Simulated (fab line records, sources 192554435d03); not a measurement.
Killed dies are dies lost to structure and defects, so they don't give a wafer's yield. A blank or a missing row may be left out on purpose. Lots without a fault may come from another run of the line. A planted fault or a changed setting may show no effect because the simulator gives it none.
Split-lot experiment | flow n5_finfet | 7 lots, 21 wafers read, on a route of 1938 steps

THE SPLIT
At N5_BEOL_M9_COAT_22 (resist thk 30 nm), the setting spin_rpm was moved away from the recipe's 1500 rpm on 7 of the 21 wafers read, by -8.5% to +9.4%. The other wafers ran this setting at the recipe's value.

FROM THE SPLIT TO THE READING: what the file shows between them, 4 steps
- N5_BEOL_M9_EBR_24
- N5_BEOL_M9_SOFTBAKE_23: time 60 s
- N5_BEOL_M9_EXPOSE_25: exposes mask V8
- N5_BEOL_M9_PEB_26: peb time 60 s

THE READING
CAR-EUV_of_BEOL_M9_COAT_22.thk_nm (the simulator's own value, which no gauge read), in nm, at N5_BEOL_M9_DEVELOP_27 (develop time 30 s). The file gives no usual value for it. The 14 wafers here that ran the recipe average 29.6 nm, standard deviation 0.082 nm.

wafer  | tool, chamber at the split | spin_rpm as run, rpm | against the recipe | CAR-EUV_of_BEOL_M9_COAT_22.thk_nm, nm | against lot-mates on the recipe
L078.1 | litho_track-04, 0          | 1500                 | recipe             | 29.6                                  | -
L078.6 | litho_track-04, 0          | 1500                 | recipe             | 29.6                                  | -
L078.2 | litho_track-04, 0          | 1594                 | +6.3%              | 28.6                                  | -1.0
L079.4 | litho_track-04, 0          | 1641                 | +9.4%              | 28.2                                  | -1.2
L079.5 | litho_track-04, 0          | 1641                 | +9.4%              | 28                                    | -1.4
L079.6 | litho_track-04, 0          | 1500                 | recipe             | 29.4                                  | -
L082.2 | litho_track-02, 0          | 1500                 | recipe             | 29.6                                  | -
L082.4 | litho_track-02, 0          | 1500                 | recipe             | 29.6                                  | -
L082.6 | litho_track-02, 0          | 1500                 | recipe             | 29.6                                  | -
L088.2 | litho_track-01, 0          | 1500                 | recipe             | 29.6                                  | -
L088.5 | litho_track-01, 0          | 1500                 | recipe             | 29.6                                  | -
L088.6 | litho_track-01, 0          | 1500                 | recipe             | 29.6                                  | -
L090.2 | litho_track-02, 0          | 1500                 | recipe             | 29.6                                  | -
L090.3 | litho_track-02, 0          | 1372                 | -8.5%              | 31                                    | +1.4
L090.6 | litho_track-02, 0          | 1372                 | -8.5%              | 31                                    | +1.4
L092.1 | litho_track-04, 0          | 1500                 | recipe             | 29.6                                  | -
L092.5 | litho_track-04, 0          | 1500                 | recipe             | 29.4                                  | -
L092.6 | litho_track-04, 0          | 1500                 | recipe             | 29.4                                  | -
L094.3 | litho_track-02, 0          | 1500                 | recipe             | 29.6                                  | -
L094.5 | litho_track-02, 0          | 1606                 | +7.1%              | 28.6                                  | -1.0
L094.6 | litho_track-02, 0          | 1606                 | +7.1%              | 28.4                                  | -1.2

THE FIT
A straight line over all 21 wafers: CAR-EUV_of_BEOL_M9_COAT_22.thk_nm changes by -0.159 nm for each +1% of spin_rpm; r = -0.99; the points scatter about the line by 0.09 nm.
The same after taking each lot's own level away (the mean of its wafers on the recipe; 21 wafers): -0.153 nm for each +1%; r = -0.99; scatter 0.079 nm.
On that fit, the largest move of spin_rpm shifts the reading by 1.4 nm.
The lots' own levels span 29.40 to 29.60 nm, that is 2.4 times the standard deviation above.
So the lot-to-lot level changes the slope little: the two slopes agree.
Check: with one of the wafers moved furthest among these (+9.4%) left out of the fit, the line predicts -1.48 nm for it against its lot-mates. It came out at -1.2 nm against them.

OTHER SPLITS ON THESE WAFERS
These wafers also went through other splits before the reading. Each is held against what the fit with the lots' levels taken away leaves over:
other split on the same wafers       | wafers away from the commonest value | r with CAR-EUV_of_BEOL_M9_COAT_22.thk_nm (lot level and that fit taken away)
N5_BEOL_M6_SPUTTER_48 power_w        | 7                                    | -0.15
N5_BEOL_M8_EXPOSE_08 dose_mj         | 7                                    | -0.11
N5_BEOL_M8_DEVELOP_10 develop_time_s | 9                                    | -0.57
N5_BEOL_M8_DEP_56 time_s             | 6                                    | +0.13

THE WHOLE CHAIN: every reading that the file lists as answering this split, in the file's order
step                  | what it does      | reading                                                                            | change (the file's fit)               | r (the file's)
N5_BEOL_M9_COAT_22    | resist thk 30 nm  | CAR-EUV_of_BEOL_M9_COAT_22.thk_nm (the simulator's own value, which no gauge read) | -0.156 nm for each +1% of the setting | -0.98
N5_BEOL_M9_DEVELOP_27 | develop time 30 s | CAR-EUV_of_BEOL_M9_COAT_22.thk_nm (the simulator's own value, which no gauge read) | -0.153 nm for each +1% of the setting | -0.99

THE FILE'S OWN FIT
CAR-EUV_of_BEOL_M9_COAT_22.thk_nm changes by -0.153 nm for each +1% of spin_rpm, r = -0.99.
